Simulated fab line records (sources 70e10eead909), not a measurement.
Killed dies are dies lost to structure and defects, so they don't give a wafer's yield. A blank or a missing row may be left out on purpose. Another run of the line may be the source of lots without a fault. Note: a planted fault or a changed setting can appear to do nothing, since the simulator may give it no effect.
Matching of chambers -- flow nand-harc -- rie-diel-03 running NHARC_A_CONTACT_ETCH_110: 4 sister chambers
The step etches the open film in CF4/O2, target depth 50 nm, overetch 5 nm, time 27.5 s. 16 wafers are shown with their chamber, then 8 later ones without.

EACH WAFER AND ITS CHAMBER
wafer,chamber,drypump-motor-current-A (A),rf-fwd-power-W (W),rf-vpp-V (V)
L577.1,3,5.3,293.9,199.2
L577.3,2,5.7,296.6,199.6
L577.4,0,5.5,298.4,198.1
L576.1,3,5.3,291.8,199.8
L576.3,2,5.7,295.0,198.7
L576.5,2,5.7,295.4,199.0
L578.2,2,5.7,296.6,199.3
L578.3,3,5.3,293.5,199.7
L578.4,1,6.4,296.6,195.9
L584.2,0,5.5,298.9,198.6
L584.5,0,5.6,297.8,198.0
L584.6,3,5.3,293.2,200.7
L588.2,0,5.5,297.6,198.6
L588.3,3,5.3,293.8,202.3
L588.5,1,6.4,296.1,196.5
L590.4,1,6.4,296.9,196.7

SIGNATURES (means of the wafers above)
reading,chamber 0,chamber 1,chamber 2,chamber 3,scatter within a chamber
drypump-motor-current-A,5.525,6.400,5.700,5.300,0.025
rf-fwd-power-W,298.175,296.533,295.900,293.240,0.725
rf-vpp-V,198.325,196.367,199.150,200.340,0.768
Rule: for a wafer and a chamber, the distance is found by dividing, reading by reading, the gap between the wafer's reading and the chamber's mean by the reading's scatter, squaring, summing and taking the root. The wafer belongs to the nearest chamber; if the next one is less than 2 further off, it can't be placed. The scatter: the root of (the sum of the squares of (reading less its chamber's mean) over the shown wafers, divided by (wafers less chambers)).

WAFERS WHOSE CHAMBER IS MISSING
wafer,drypump-motor-current-A (A),rf-fwd-power-W (W),rf-vpp-V (V)
L590.5,5.7,295.2,197.5
L590.6,5.3,291.6,200.5
L589.1,6.4,295.8,196.7
L589.2,5.7,296.9,200.0
L589.4,6.3,296.5,195.2
L591.1,6.4,295.8,197.8
L591.2,5.5,296.6,196.8
L591.5,5.5,296.8,198.6

CHAMBER TAKEN BY EACH
wafer,from the rows above,in truth
L590.5,2,2
L590.6,3,3
L589.1,1,1
L589.2,2,2
L589.4,1,1
L591.1,1,1
L591.2,0,0
L591.5,0,0
Correctly placed: 8 of 8. Left unplaced by these rows: 0. Placed wrongly: 0.
